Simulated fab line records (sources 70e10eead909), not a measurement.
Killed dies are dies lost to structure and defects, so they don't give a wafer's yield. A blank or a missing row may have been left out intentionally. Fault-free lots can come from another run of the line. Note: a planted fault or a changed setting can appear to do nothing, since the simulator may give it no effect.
Which of the tools did it? + flow nand harc + 39 wafers from 13 lots sampled at 5 of the route's 1302 steps

== WHAT EACH GAUGE READ, for each wafer ==
NHARC_THIN_TSV_CD_MEAS_12: target cd 1000 nm.
| lot  | measured     | on        | cd nm (nm)           |
|------|--------------|-----------|----------------------|
| L351 | day 24 07:32 | cd sem-01 | 997.2 998.4 993.6    |
| L353 | day 25 01:04 | cd sem-01 | 1003.7 1000.9 1001.0 |
| L355 | day 25 18:26 | cd sem-03 | 999.5 997.5 998.3    |
| L354 | day 26 04:10 | cd sem-03 | 997.6 995.5 997.7    |
| L356 | day 26 09:04 | cd sem-03 | 992.0 995.4 998.3    |
| L358 | day 26 10:10 | cd sem-01 | 996.5 997.7 997.9    |
| L360 | day 27 12:32 | cd sem-03 | 997.2 996.2 993.9    |
| L361 | day 28 00:15 | cd sem-01 | 998.2 999.2 1000.7   |
| L362 | day 28 18:50 | cd sem-01 | 997.5 993.5 997.8    |
| L364 | day 29 18:19 | cd sem-01 | 997.0 998.3 995.7    |
| L366 | day 29 21:00 | cd sem-02 | 1003.7               |
| L368 | day 30 02:14 | cd sem-02 | 995.0 995.5          |
| L372 | day 32 20:08 | cd sem-02 | 998.3 999.3 995.9    |

NHARC_END_SORT_01.
| lot  | measured     | on        | defect limited yield (%) | killed at array | killed at other | killed at periphery | killed dies | killed open | killed short | sort_bin_2_pct (%) | sort_bin_3_pct (%) | sort_bin_4_pct (%) | sort n pass | sort rim yield pct (%) | sort yield pct (%) |
|------|--------------|-----------|--------------------------|-----------------|-----------------|---------------------|-------------|-------------|--------------|--------------------|--------------------|--------------------|-------------|------------------------|--------------------|
| L366 | day 30 15:35 | prober-02 | 89.7 0 0                 | 53 666 669      | 0 1 0           | 17 10 8             | 70 677 677  | 7 1 4       | 6 2 2        | 2.5 95.0 92.0      | 0.4 0.9 1.0        | 7.4 4.1 6.9        | 607 0 0     | 90 0 0                 | 89.7 0 0           |
| L368 | day 31 01:01 | prober-02 | 92.9 92.0 0              | 48 51 675       | 0 2 0           | 0 1 2               | 48 54 677   | 2 3 2       | 2 1 3        | 2.4 3.4 92.8       | 0.6 0.9 0.7        | 4.1 3.7 6.5        | 629 623 0   | 83 84 0                | 92.9 92.0 0        |

== TOOL THAT RAN EACH LOT (tool first, then ch and the chambers of the sampled wafers, then the start) ==
| lot  | NHARC_A_M0_DEP_00               | NHARC_THIN_TSV_STRIP_62              | NHARC_THIN_TSV_PRE_CLEAN_54  |
|------|---------------------------------|--------------------------------------|------------------------------|
| L351 | pecvd-01 ch 1,2, day 23 07:11   | plasma asher-02 ch 0,1, day 24 10:16 | pvd sputter-03, day 24 12:29 |
| L353 | pecvd-01 ch 0,1,2, day 24 00:56 | plasma asher-01 ch 0,1, day 25 03:39 | pvd sputter-02, day 25 05:58 |
| L355 | pecvd-02 ch 1,2, day 24 17:47   | plasma asher-01 ch 0,1, day 25 21:02 | pvd sputter-02, day 25 23:46 |
| L354 | pecvd-04 ch 0,1, day 25 02:12   | plasma asher-01 ch 0,1, day 26 06:50 | pvd sputter-02, day 26 09:05 |
| L356 | pecvd-01 ch 0,1, day 25 06:37   | plasma asher-01 ch 0,1, day 26 11:41 | pvd sputter-02, day 26 13:53 |
| L358 | pecvd-01 ch 1,2, day 25 08:29   | plasma asher-02 ch 0,1, day 26 13:03 | pvd sputter-03, day 26 15:16 |
| L360 | pecvd-01 ch 0,2, day 26 09:12   | plasma asher-02 ch 0,1, day 27 15:07 | pvd sputter-03, day 27 17:24 |
| L361 | pecvd-02 ch 1,2, day 26 23:53   | plasma asher-01 ch 0,1, day 28 02:53 | pvd sputter-03, day 28 05:04 |
| L362 | pecvd-02 ch 1,2, day 27 16:30   | plasma asher-02 ch 0,1, day 29 00:49 | pvd sputter-03, day 29 03:17 |
| L364 | pecvd-02 ch 0,1,2, day 28 13:43 | plasma asher-01 ch 0,1, day 29 20:55 | pvd sputter-01, day 29 23:09 |
| L366 | pecvd-01 ch 0,2, day 28 19:05   | plasma asher-02 ch 0, day 29 23:36   | pvd sputter-01, day 30 02:07 |
| L368 | pecvd-01 ch 0,2, day 29 00:37   | plasma asher-02 ch 0,1, day 30 05:14 | pvd sputter-03, day 30 07:29 |
| L372 | pecvd-04 ch 1,2, day 31 18:21   | plasma asher-02 ch 0, day 32 23:44   | pvd sputter-02, day 33 01:58 |
- NHARC_A_M0_DEP_00: deposits SiOC, target thk 150 nm.
- NHARC_THIN_TSV_STRIP_62: strips in N2/H2, time 20 s.
- NHARC_THIN_TSV_PRE_CLEAN_54: time 30 s.

== AS READ BY THE TOOLS THEMSELVES (means over the sampled wafers that have a number; for cases with no such wafer, the mark the record gives instead) ==
NHARC_THIN_TSV_STRIP_62.
| lot  | tool            | drypump motor current A (A) | heater power w (W) |
|------|-----------------|-----------------------------|--------------------|
| L351 | plasma asher-02 | 5.79                        | 325                |
| L353 | plasma asher-01 | 5.61                        | 297                |
| L355 | plasma asher-01 | 5.61                        | 324                |
| L354 | plasma asher-01 | 5.60                        | 323                |
| L356 | plasma asher-01 | 5.59                        | 324                |
| L358 | plasma asher-02 | 5.78                        | 321                |
| L360 | plasma asher-02 | 5.64                        | 300                |
| L361 | plasma asher-01 | 5.59                        | 321                |
| L362 | plasma asher-02 | 5.65                        | 302                |
| L364 | plasma asher-01 | 5.62                        | 295                |
| L366 | plasma asher-02 | 5.49                        | 285                |
| L368 | plasma asher-02 | 5.71                        | 305                |
| L372 | plasma asher-02 | 5.48                        | 285                |

NHARC_THIN_TSV_PRE_CLEAN_54.
| lot  | tool           | heater power w (W) |
|------|----------------|--------------------|
| L351 | pvd sputter-03 | 395                |
| L353 | pvd sputter-02 | 393                |
| L355 | pvd sputter-02 | 410                |
| L354 | pvd sputter-02 | 386                |
| L356 | pvd sputter-02 | 371                |
| L358 | pvd sputter-03 | 376                |
| L360 | pvd sputter-03 | 357                |
| L361 | pvd sputter-03 | 399                |
| L362 | pvd sputter-03 | 389                |
| L364 | pvd sputter-01 | 368                |
| L366 | pvd sputter-01 | 378                |
| L368 | pvd sputter-03 | 407                |
| L372 | pvd sputter-02 | 394                |

== THE ANSWER, worked out from the rows above alone ==
Rule: usual is defined by the lots themselves. Put in order of their means at a reading, lots are off if they are a third of the lots or fewer, leave a main group of 4 or more, and stand apart from it by a gap of 3 or more times the standard deviation of the main group's means; of several such gaps the widest counts. A main group whose means are all the same, to the digits that the tables above print for the reading, isn't used. A lot without any number at a reading at which 4 lots or more have one is off too. The other lots that the step has rows for count as sound. Order of review: gauges by route order, followed by the tools' own readings, for which a lot's mean as printed above is used. The first step at which some lot is off is used, and at that step the reading that is off furthest; a lot without a number counts as furthest.
Nothing can be told from this: no lot is off at any reading shown.

== WHAT WAS PUT IN BY THE SIMULATOR ==
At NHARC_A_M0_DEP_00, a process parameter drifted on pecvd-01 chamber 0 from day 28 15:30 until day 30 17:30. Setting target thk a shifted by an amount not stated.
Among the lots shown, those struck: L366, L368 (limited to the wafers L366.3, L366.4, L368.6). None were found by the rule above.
